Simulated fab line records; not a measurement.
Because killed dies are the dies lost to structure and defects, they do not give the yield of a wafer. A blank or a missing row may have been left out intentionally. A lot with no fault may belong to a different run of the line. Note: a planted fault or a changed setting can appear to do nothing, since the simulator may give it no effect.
Which of the tools did it?    flow nandHarc    14 lots with 42 wafers sampled at 6 steps, on a route of 1302 steps

## WHAT THE GAUGES SHOWED, per wafer
NHARC_A_SOURCE_PLATE_THK_MEAS_06: measures by ellipsometry.
lot   measured      on            thkNm (nm)
L675  day 7 22:09   filmMetro-02  199.1 197.0 199.1
L676  day 8 11:48   filmMetro-02  197.6 199.2 198.6
L679  day 9 21:11   filmMetro-01  196.2 200.3 198.7
L680  day 10 07:10  filmMetro-01  198.2 196.6 196.7
L682  day 11 02:50  filmMetro-01  50.8 48.9 49.8
L683  day 11 06:05  filmMetro-02  51.0 51.3 49.4
L684  day 12 01:36  filmMetro-01  52.1 50.0 48.0
L686  day 12 12:58  filmMetro-02  202.2 200.0 200.3
L689  day 13 20:17  filmMetro-01  199.8 198.8 196.2
L688  day 13 20:18  filmMetro-02  197.0 198.7 202.4
L690  day 14 12:41  filmMetro-02  201.0 202.1 199.2
L693  day 15 23:26  filmMetro-01  197.1 201.0 199.7
L695  day 16 17:25  filmMetro-01  197.8 200.6 201.8
L696  day 16 21:05  filmMetro-01  198.1 199.2 198.8

NHARC_A_ONON_D1_THK_MEAS_18: measures by ellipsometry.
lot   measured      on            thkNm (nm)
L675  day 8 08:50   filmMetro-02  1008 1008 1009
L676  day 9 00:11   filmMetro-02  996 996 995
L679  day 10 12:26  filmMetro-02  987 987 988
L680  day 10 20:09  filmMetro-02  1010 1010 1010
L686  day 12 23:40  filmMetro-01  990 991 989
L689  day 14 09:59  filmMetro-01  1005 1004 1005
L688  day 14 09:38  filmMetro-02  1000 1000 1001
L690  day 14 23:27  filmMetro-01  998 1000 1002
L693  day 16 10:11  filmMetro-01  997 998 998
L695  day 17 04:09  filmMetro-01  1009 1007 1008
L696  day 17 11:59  filmMetro-02  989 990 988

NHARC_END_SORT_01.
lot   measured      on         killedAtArray  killedAtOther  killedAtPeriphery  killedDies   killedOpen  killedShort
L682  day 27 22:02  prober-01  677 675 671    0 1 3          0 1 3              677 677 677  0 2 3       0 4 7

## WHAT TOOL EACH LOT RAN ON (gives the tool, then ch and the chambers of the sampled wafers, and finally the start)
lot   NHARC_P_BONDPAD_DEGAS_25     NHARC_A_ZERO_WELL_ETCH_13        NHARC_A_SOURCE_PLATE_CVD_03
L675  pvdSputter-01, day 6 23:22   rieSi-05 ch 1,2,3, day 7 02:38   lpcvdPoly-01 ch 0, day 7 11:44
L676  pvdSputter-01, day 7 10:52   rieSi-01 ch 1,2,3, day 7 14:07   lpcvdPoly-03 ch 0, day 8 01:26
L679  pvdSputter-02, day 8 18:25   rieSi-05 ch 0,2, day 8 21:37     lpcvdPoly-01 ch 0, day 9 08:37
L680  pvdSputter-01, day 9 05:56   rieSi-05 ch 0,1,2, day 9 09:16   lpcvdPoly-01 ch 0, day 9 20:37
L682  pvdSputter-03, day 10 02:18  rieSi-01 ch 0,3, day 10 05:32    lpcvdPoly-03, day 10 16:32
L683  pvdSputter-02, day 10 05:49  rieSi-05 ch 0,1,2, day 10 09:06  lpcvdPoly-04, day 10 19:37
L684  pvdSputter-01, day 11 01:34  rieSi-03 ch 0,1,2, day 11 04:52  lpcvdPoly-01, day 11 15:23
L686  pvdSputter-01, day 11 12:19  rieSi-01 ch 0,2,3, day 11 15:37  lpcvdPoly-04 ch 0, day 12 02:38
L689  pvdSputter-01, day 12 18:52  rieSi-01 ch 1,2,3, day 12 22:07  lpcvdPoly-03 ch 0, day 13 08:56
L688  pvdSputter-03, day 12 20:10  rieSi-01 ch 0,3, day 12 23:27    lpcvdPoly-03 ch 0, day 13 08:56
L690  pvdSputter-02, day 13 13:02  rieSi-05 ch 1,2, day 13 16:19    lpcvdPoly-03 ch 0, day 14 02:45
L693  pvdSputter-01, day 14 21:46  rieSi-01 ch 0,3, day 15 01:02    lpcvdPoly-01 ch 0, day 15 13:03
L695  pvdSputter-01, day 15 17:16  rieSi-03 ch 2,3, day 15 20:25    lpcvdPoly-03 ch 0, day 16 06:58
L696  pvdSputter-02, day 15 20:27  rieSi-03 ch 0,1,3, day 15 23:38  lpcvdPoly-03 ch 0, day 16 10:41
- NHARC_P_BONDPAD_DEGAS_25: time 60 s.
- NHARC_A_ZERO_WELL_ETCH_13: etches the open film in HBr/Cl2, target depth 120 nm, time 40.1 s.
- NHARC_A_SOURCE_PLATE_CVD_03: deposits poly-Si, target thk 200 nm, time 4000 s.

## AS READ BY THE TOOLS THEMSELVES (means over the sampled wafers that have a number; for cases with no such wafer, the mark the record gives instead)
NHARC_P_BONDPAD_DEGAS_25.
lot   tool           heaterPowerW (W)
L675  pvdSputter-01  449
L676  pvdSputter-01  458
L679  pvdSputter-02  455
L680  pvdSputter-01  500
L682  pvdSputter-03  427
L683  pvdSputter-02  495
L684  pvdSputter-01  476
L686  pvdSputter-01  449
L689  pvdSputter-01  464
L688  pvdSputter-03  434
L690  pvdSputter-02  459
L693  pvdSputter-01  446
L695  pvdSputter-01  443
L696  pvdSputter-02  461

NHARC_A_ZERO_WELL_ETCH_13.
lot   tool      drypumpMotorCurrentA (A)  oesProductAu (a.u.)  throttleValvePct (%)
L675  rieSi-05  6.2                       1.003                26.410
L676  rieSi-01  5.8                       0.998                26.399
L679  rieSi-05  6.0                       1.010                26.404
L680  rieSi-05  6.0                       0.995                26.408
L682  rieSi-01  6.3                       1.007                26.404
L683  rieSi-05  6.1                       1.006                26.411
L684  rieSi-03  5.6                       0.996                26.406
L686  rieSi-01  6.1                       0.994                26.412
L689  rieSi-01  5.8                       0.989                26.409
L688  rieSi-01  6.3                       0.994                26.406
L690  rieSi-05  6.4                       0.991                26.398
L693  rieSi-01  6.3                       1.004                26.402
L695  rieSi-03  5.5                       1.010                26.414
L696  rieSi-03  5.8                       1.010                26.402

NHARC_A_SOURCE_PLATE_CVD_03.
lot   tool          pressureMtorr (mTorr)  runLengthS (s)  zonePowerUpperPct (%)
L675  lpcvdPoly-01  199.8                  4000.4          9.4
L676  lpcvdPoly-03  200.7                  4001.5          8.0
L679  lpcvdPoly-01  200.7                  4000.2          9.5
L680  lpcvdPoly-01  200.2                  4000.3          9.5
L682  lpcvdPoly-03  -                      -               -
L683  lpcvdPoly-04  -                      -               -
L684  lpcvdPoly-01  -                      -               -
L686  lpcvdPoly-04  200.5                  4000.4          7.3
L689  lpcvdPoly-03  199.8                  4001.5          8.1
L688  lpcvdPoly-03  199.9                  4001.8          8.1
L690  lpcvdPoly-03  199.5                  4001.7          8.1
L693  lpcvdPoly-01  200.1                  4000.8          9.4
L695  lpcvdPoly-03  200.1                  4001.6          8.1
L696  lpcvdPoly-03  199.8                  4001.2          8.1

## THE ANSWER, worked out from the rows above alone
Rule: the usual values come from the lots themselves. The widest of any qualifying gaps counts: lots, ordered by their means at a reading, are off when they make up no more than a third of the lots, leave a main group of 4 or more, and stand apart from it by 3 or more times the standard deviation of that group's means. The tables above print the reading to a certain number of digits; a main group whose means all agree to those digits is not used. Also off: a lot with no number at a reading for which 4 or more lots have one. All remaining lots with rows at the step are treated as sound. After the gauges, taken in route order, come the tools' own readings; for these a lot's mean is taken, as printed above. The first step at which some lot is off is used, and at that step the reading that is off furthest; a lot without a number counts as furthest.
Off: L682, L683, L684, at NHARC_A_SOURCE_PLATE_THK_MEAS_06 (thkNm). Main group: mean 199.1 nm, sd 1.1.
If a tool, at a process step before that reading, ran all the lots that are off and no sound lot after the first of them, it fits. Not tried: the gauges at NHARC_A_SOURCE_PLATE_THK_MEAS_06; whatever is off there is also off at NHARC_A_SOURCE_PLATE_CVD_03, on other tools, and gauge error can't account for it. Not one of the candidates tried fits.

## WHAT HAD BEEN PUT IN BY THE SIMULATOR
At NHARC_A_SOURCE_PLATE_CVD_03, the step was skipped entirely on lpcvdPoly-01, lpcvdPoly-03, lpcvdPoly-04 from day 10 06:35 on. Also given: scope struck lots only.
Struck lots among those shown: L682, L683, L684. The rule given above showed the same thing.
